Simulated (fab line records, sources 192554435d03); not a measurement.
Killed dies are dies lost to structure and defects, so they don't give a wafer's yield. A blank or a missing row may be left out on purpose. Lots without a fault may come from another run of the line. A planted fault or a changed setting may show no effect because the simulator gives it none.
A struck lot beside a sound one | flow n5_finfet | 14 steps out of a route of 1938
Sound: wafers L935.1, L935.4, L935.5. Struck: wafer L932.6. (L932.1, L932.3 of the same lot were not struck and are left out.) The cause comes at the end.
At each step with rows: each side's tool, then ch and its chambers, then its first start. Under that, the readings that differ: sound wafers | struck wafers | difference of the means | sigmas: that difference in standard deviations of wafers without a fault.
alike: readings whose means differ by less than 2 such deviations, and words and numbers that are the same on both sides. not compared: withheld readings, readings that some wafer has no value for, bounds like >300 that may hide the same value, and numbers for which the record gives no deviation and whose values overlap.
The two part at a step that has a row with sigmas, a row that says differs or no value, or rows on one side only. Numbers that don't overlap but have no deviation are shown without sigmas and don't part them. A reading that every wafer of one side lacks parts them only if that side has two wafers or more.

N5_MOL_CONTACT_COAG_SPUTTER_143: material Co, target thk 2.5 nm.
  sound on pvd_sputter-02, day 8 20:17; struck on pvd_sputter-01, day 8 00:16
  alike: throttle_valve_pct
N5_MOL_CONTACT_COAG_CO_FILL_22: material Co, precursor CCTBA/H2, target thk 20 nm.
  sound on cvd_co-02 ch 0,1,2, day 8 20:25; struck on cvd_co-02 ch 2, day 8 00:23
  alike: heater_power_w
N5_MOL_CONTACT_COAG_ANNEAL_113: time 300 s.
  sound on rtp_anneal-01 ch 0, day 8 21:04; struck on rtp_anneal-01 ch 0, day 8 01:22
  alike: anneal_temp_c_max, lamp_power_pct, lamp_zone_3_pct, lamp_zone_5_pct, wafer_temp_C_max
then, 4 steps without rows for these wafers: N5_MOL_CONTACT_COAG_PRE_CLEAN_142 (time 60 s); N5_MOL_CONTACT_COAG_SPUTTER_130 (material Co, target thk 47.5 nm); N5_MOL_CONTACT_COAG_PRECLEAN_125 (cleans in DIW, time 57.5 s); N5_MOL_CONTACT_COAG_SRD_126 (dry time 32 s).
N5_MOL_CONTACT_COAG_CMP_23: polishes, stops on SiO2, t overpolish 1.5 s, target thk 0 nm.
  sound on cmp-01 ch 0,1, day 8 22:54; struck on cmp-02 ch 1, day 8 03:52
  reading             | sound       | struck | difference | sigmas
  motor_current_A (A) | 6.8 7.0 6.6 | 8.7    | +1.9       | +2
  alike: overpolish_run_s, time_to_endpoint_s
  not compared: pad_life_wafers
then, 2 steps without rows for these wafers: N5_MOL_CONTACT_COAG_WET_ETCH_26 (target Co, target depth 13 nm); N5_MOL_CONTACT_COAG_WET_ETCH_116 (etches the open film in SC1-inhibited, target depth 4.6 nm, rinse time 30 s).
N5_MOL_CONTACT_COAG_ALD_27: deposits SiOC, target thk 17 nm, pulse time 1.5 s, time 2720 s.
  sound on ald_sin-02 ch 0,1,2, day 8 23:43; struck on ald_sin-04 ch 3, day 8 04:40
  reading                                           | sound                | struck | difference | sigmas
  ald_cycles                                        | 340 340 340          | 355    | +15        |
  run_length_s (s)                                  | 2769.9 2770.0 2770.3 | 2889.3 | +119.2     | +99 or more
  time_s (s)                                        | 2720 2720 2720       | 2840   | +120       |
  model.SiOC_of_MOL_CONTACT_COAG_ALD_27.thk_nm (nm) | 17 17 16.8           | 18     | +1         |
  alike: heater_power_w, precursor_pulse_height_rel
N5_MOL_CONTACT_COAG_CMP_28: polishes, stops on SiNx, t overpolish 0.85 s, target thk 14.522 nm.
  sound on cmp-02 ch 0,1,2, day 9 01:17; struck on cmp-02 ch 0, day 8 06:16
  alike: motor_current_A, time_to_endpoint_s
  not compared: pad_life_wafers
-- the record jumps here: 4 days lie between the struck wafers' starts before and after (it left off in module MOL_CONTACT_COAG and takes up again in module BEOL_M4, whose first step shown is number 1111 of the route) --
N5_BEOL_M4_RC_MEAS_101:
  sound on prober-02 ch 0, day 12 05:37; struck on prober-02 ch 0, day 11 23:03
  alike: DIBL_N, DIBL_P, IOFF_N, IOFF_P, ION_N, ION_P, SS_N, SS_P, VT_N, VT_P
-- the record jumps here: 4 days lie between the struck wafers' starts before and after (it left off in module BEOL_M4 and takes up again in module PASSIVATION, whose first step shown is number 1936 of the route) --
N5_PASSIVATION_PROBE_49:
  sound on prober-01, day 16 12:35; struck on prober-02, day 16 06:11
  alike: defect_limited_yield, killed_at_M0_to_M3, killed_at_M4_up, killed_at_contacts, killed_at_front_end, killed_at_other, killed_dies, killed_open, killed_short, sort_bin_4_leakage, sort_bin_5_function, sort_bin_6_memory, sort_bin_8_speed, sort_n_pass, sort_yield_pct

WHERE THEY PART
First at N5_MOL_CONTACT_COAG_CMP_23; last, within this record, at N5_MOL_CONTACT_COAG_ALD_27. Later steps at which nothing parts them and some readings are alike: N5_MOL_CONTACT_COAG_CMP_28, N5_BEOL_M4_RC_MEAS_101, N5_PASSIVATION_PROBE_49.

WHY: what the simulator had put in
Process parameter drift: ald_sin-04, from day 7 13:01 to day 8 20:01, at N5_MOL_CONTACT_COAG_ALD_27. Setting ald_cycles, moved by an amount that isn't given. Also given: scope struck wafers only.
